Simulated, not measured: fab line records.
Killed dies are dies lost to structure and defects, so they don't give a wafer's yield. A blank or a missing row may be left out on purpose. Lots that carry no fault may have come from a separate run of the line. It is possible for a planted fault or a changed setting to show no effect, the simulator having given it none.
What tool caused it? -- flow n5 finfet -- 11 lots, 31 wafers sampled, at 3 steps of a route of 1938

## WHAT THE GAUGES SHOWED, per wafer
N5_BEOL_M8_CD_MEAS_35: the cd target is 40 nm.
lot,measured,on,cd nm (nm)
L124,day 9 03:16,cd sem-01,40.4 39.9 40.1
L123,day 9 03:47,cd sem-01,40.2 40.3 40.1
L125,day 9 19:37,cd sem-02,40.8 40.7 40.9
L126,day 10 02:09,cd sem-02,40.6 39.3
L127,day 10 08:00,cd sem-03,38.9 40.4 40.1
L130,day 11 00:07,cd sem-01,39.5 39.7 40.4
L131,day 10 23:43,cd sem-01,40.6 40.4 40.4
L134,day 12 05:08,cd sem-02,39.4 39.2 39.7
L136,day 12 14:20,cd sem-01,39.1 39.4
L139,day 13 03:50,cd sem-02,39.8 39.6 38.2
L137,day 13 03:55,cd sem-02,40.0 40.0 40.5

## WHAT TOOL EACH LOT RAN ON (gives the tool, then ch and the chambers of the sampled wafers, and finally the start)
lot,N5_BEOL_M8_EXPOSE_08,N5_BEOL_M8_STRIP_80
L124,"arfi scanner-02 ch 0, day 9 00:02","rie diel-05 ch 0,2, day 9 03:16 or earlier"
L123,"arfi scanner-01 ch 0, day 9 01:35","rie diel-05 ch 0,1,2, day 9 03:47 or earlier"
L125,"arfi scanner-02 ch 0, day 9 17:23","rie diel-02 ch 0,1,3, day 9 19:37 or earlier"
L126,"arfi scanner-01 ch 0, day 9 21:29","rie diel-06 ch 0,2, day 10 02:09 or earlier"
L127,"arfi scanner-02 ch 0, day 10 06:03","rie diel-05 ch 1,2,3, day 10 08:00 or earlier"
L130,"arfi scanner-01 ch 0, day 10 20:25","rie diel-02 ch 0,1,3, day 11 00:07 or earlier"
L131,"arfi scanner-01 ch 0, day 10 20:28","rie diel-02 ch 0,1,3, day 10 23:43 or earlier"
L134,"arfi scanner-03 ch 0, day 11 23:59","rie diel-05 ch 0,2, day 12 05:08 or earlier"
L136,"arfi scanner-03 ch 0, day 12 12:22","rie diel-02 ch 0,2, day 12 14:20 or earlier"
L139,"arfi scanner-03 ch 0, day 13 01:56","rie diel-02 ch 0,1,2, day 13 03:50 or earlier"
L137,"arfi scanner-02 ch 0, day 13 02:05","rie diel-06 ch 1,2,3, day 13 03:55 or earlier"
- N5_BEOL_M8_EXPOSE_08: exposes mask M8.
- N5_BEOL_M8_STRIP_80: strips in N2/H2, time 10 s.

## AS READ BY THE TOOLS THEMSELVES (means over the sampled wafers that have a number; for cases with no such wafer, the mark the record gives instead)
N5_BEOL_M8_EXPOSE_08.
lot,tool,focus offset nm (nm)
L124,arfi scanner-02,-0.4
L123,arfi scanner-01,0.5
L125,arfi scanner-02,0.4
L126,arfi scanner-01,0.0
L127,arfi scanner-02,-0.1
L130,arfi scanner-01,0.5
L131,arfi scanner-01,-0.1
L134,arfi scanner-03,-0.2
L136,arfi scanner-03,0.4
L139,arfi scanner-03,-0.3
L137,arfi scanner-02,0.3

N5_BEOL_M8_STRIP_80.
lot,tool,drypump motor current A (A),oes product au (a.u.),rf vpp V (V),showerhead plenum p Torr (Torr),throttle valve pct (%)
L124,rie diel-05,5.1,0.74,59.8,2.60,23.4
L123,rie diel-05,5.5,0.78,59.1,2.58,23.6
L125,rie diel-02,6.2,0.77,59.6,2.59,23.8
L126,rie diel-06,6.0,0.72,59.0,2.52,24.0
L127,rie diel-05,5.5,0.78,59.4,2.61,23.6
L130,rie diel-02,6.3,0.76,59.4,2.58,23.8
L131,rie diel-02,6.3,0.75,60.0,2.58,23.8
L134,rie diel-05,5.3,0.74,59.4,2.55,23.5
L136,rie diel-02,5.8,0.75,59.6,2.59,23.9
L139,rie diel-02,6.0,0.82,59.3,2.56,23.6
L137,rie diel-06,5.6,0.74,59.5,2.56,23.7

## THE ANSWER, worked out from the rows above alone
Rule: what is usual is taken from the lots themselves. Put in order of their means at a reading, lots are off if they are a third of the lots or fewer, leave a main group of 4 or more, and stand apart from it by a gap of 3 or more times the standard deviation of the main group's means; of several such gaps the widest counts. The tables above print the reading to a certain number of digits; a main group whose means all agree to those digits is not used. Also off: a lot with no number at a reading for which 4 or more lots have one. All remaining lots with rows at the step are treated as sound. Order of review: gauges by route order, followed by the tools' own readings, for which a lot's mean as printed above is used. The first step at which some lot is off is used, and at that step the reading that is off furthest; a lot without a number counts as furthest.
No lot is off at any reading shown: from this, nothing can be told.

## WHAT THE SIMULATOR HAD INSERTED
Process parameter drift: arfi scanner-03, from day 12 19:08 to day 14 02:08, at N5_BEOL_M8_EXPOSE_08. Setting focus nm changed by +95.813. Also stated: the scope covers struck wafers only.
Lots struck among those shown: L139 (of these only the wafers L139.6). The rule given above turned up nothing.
